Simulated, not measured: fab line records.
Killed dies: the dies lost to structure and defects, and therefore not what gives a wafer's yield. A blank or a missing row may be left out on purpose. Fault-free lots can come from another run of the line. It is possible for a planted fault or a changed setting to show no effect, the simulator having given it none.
One fault through the eyes of 3 desks    flow nand_harc    each desk holds nothing but its own numbers, with what lay behind them at the end

AT THE METROLOGY DESK
Lot by lot, what the gauges showed, no matter which tool ran the lot: averages of those sampled wafers that carry a number. If a lot's mean is further than 4 standard deviations from the usual mean, the lot is out of limits and carries the mark OUT (the distance appears in the brackets).
Columns: A = cd_nm at NHARC_A_CHANNEL_HOLE_D1_CD_MEAS_18, usual 98.8 nm
lot   first seen here  A
L599  day 8 18:52      103.4
L600  day 9 13:04      99.7
L602  day 9 16:19      99.7
L604  day 10 07:13     99.2
L603  day 10 07:40     95.4
L605  day 10 23:54     99.2
L606  day 11 15:09     98.7
L608  day 12 02:33     99.3
L609  day 12 22:37     96.8
L617  day 15 20:44     99.1
L618  day 16 09:30     98.9
L619  day 16 21:44     98.6
L620  day 17 08:47     101.0
L621  day 17 22:13     98.2
Result from this desk: across the 14 lots, nothing is out of limits.

AT THE TOOL OWNER'S DESK: rie_diel-10
The tool's own readings at NHARC_A_CHANNEL_HOLE_D1_ETCH_16 (etches the open film in O2/COS, target depth 3100 nm, time 806 s): means of the sampled wafers that have a number, for each lot that ran on this tool. If a lot's mean is further than 4 standard deviations from the usual mean, the lot is out of limits and carries the mark OUT (the distance appears in the brackets).
Columns: A = drypump_motor_current_A at NHARC_A_CHANNEL_HOLE_D1_ETCH_16, usual 6.06 A; B = oes_product_au at NHARC_A_CHANNEL_HOLE_D1_ETCH_16, usual 1.004 a.u.; C = rf_vpp_V at NHARC_A_CHANNEL_HOLE_D1_ETCH_16, usual 314.9 V; D = run_length_s at NHARC_A_CHANNEL_HOLE_D1_ETCH_16, usual 827.2 s; E = showerhead_plenum_p_Torr at NHARC_A_CHANNEL_HOLE_D1_ETCH_16, usual 3.18 Torr; F = throttle_valve_pct at NHARC_A_CHANNEL_HOLE_D1_ETCH_16, usual 28.329 %
lot   first seen here  A     B      C      D                        E     F
L599  day 8 18:11      5.99  1.002  315.4  827.4                    3.23  28.334
L602  day 9 15:41      6.07  0.991  315.9  827.1                    3.26  28.333
L604  day 10 06:38     6.09  1.004  314.8  827.5                    3.16  28.329
L603  day 10 07:15     6.11  0.997  314.5  827.4                    3.13  28.329
L605  day 10 23:23     6.05  1.000  313.4  826.8                    3.09  28.323
L606  day 11 14:34     6.18  1.009  315.2  827.2                    3.19  28.322
L608  day 12 02:08     6.12  1.006  317.3  716.2 (-99 or more) OUT  3.30  28.334
L609  day 12 22:02     6.12  1.008  313.4  715.8 (-99 or more) OUT  3.05  28.331
L617  day 15 20:10     6.15  1.012  314.4  826.7                    3.15  28.326
L618  day 16 08:55     6.09  1.017  313.8  827.1                    3.12  28.333
L619  day 16 21:13     6.07  1.007  315.7  827.0                    3.25  28.328
L620  day 17 08:19     6.19  1.010  315.6  827.4                    3.18  28.325
L621  day 17 21:41     6.07  1.010  315.5  827.1                    3.25  28.335
Finding of this desk: L608, L609 out of limits; the first was L608 at day 12 02:08, on run_length_s at NHARC_A_CHANNEL_HOLE_D1_ETCH_16. In limits: L599, L602, L604, L603, L605, L606, L617, L618, L619, L620, L621.

THE DEFECT DESK
Lot by lot, what the route's inspections counted, given as the mean of those sampled wafers with a number. If a lot's mean is further than 4 standard deviations from the usual mean, the lot is out of limits and carries the mark OUT (the distance appears in the brackets).
Columns: A = raw_defect_count at NHARC_A_CHANNEL_HOLE_D1_INSPECT_12, usual 5.3
lot   first seen here  A
L599  day 8 17:29      5.0
L600  day 9 11:16      4.0
L602  day 9 14:55      3.3
L604  day 10 05:41     5.0
L603  day 10 06:02     7.3
L605  day 10 22:44     4.7
L606  day 11 13:59     8.7
L608  day 12 01:23     4.5
L609  day 12 21:27     6.0
L617  day 15 19:07     6.0
L618  day 16 08:17     4.3
L619  day 16 20:35     8.0
L620  day 17 07:37     5.3
L621  day 17 21:02     2.0
Result from this desk: across the 14 lots, nothing is out of limits.

BROUGHT TOGETHER
An alarm could have come from the tool owner's desk at day 12 02:08, on L608, L609.
From the metrology desk's view, nothing was out of limits.
The defect desk saw nothing out of limits.
The metrology desk has L608, L609 on record, within its limits.
The defect desk has L608, L609 on record, within its limits.
Of the lots named, all ran NHARC_A_CHANNEL_HOLE_D1_ETCH_16 on rie_diel-10.

WHAT WAS PUT IN BY THE SIMULATOR
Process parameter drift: rie_diel-10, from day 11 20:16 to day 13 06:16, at NHARC_A_CHANNEL_HOLE_D1_ETCH_16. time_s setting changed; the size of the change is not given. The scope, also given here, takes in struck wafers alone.
Shown lots that were struck: L608, L609.
Hours from the fault's start to each desk's first reading out of limits: the tool owner's desk, 6.
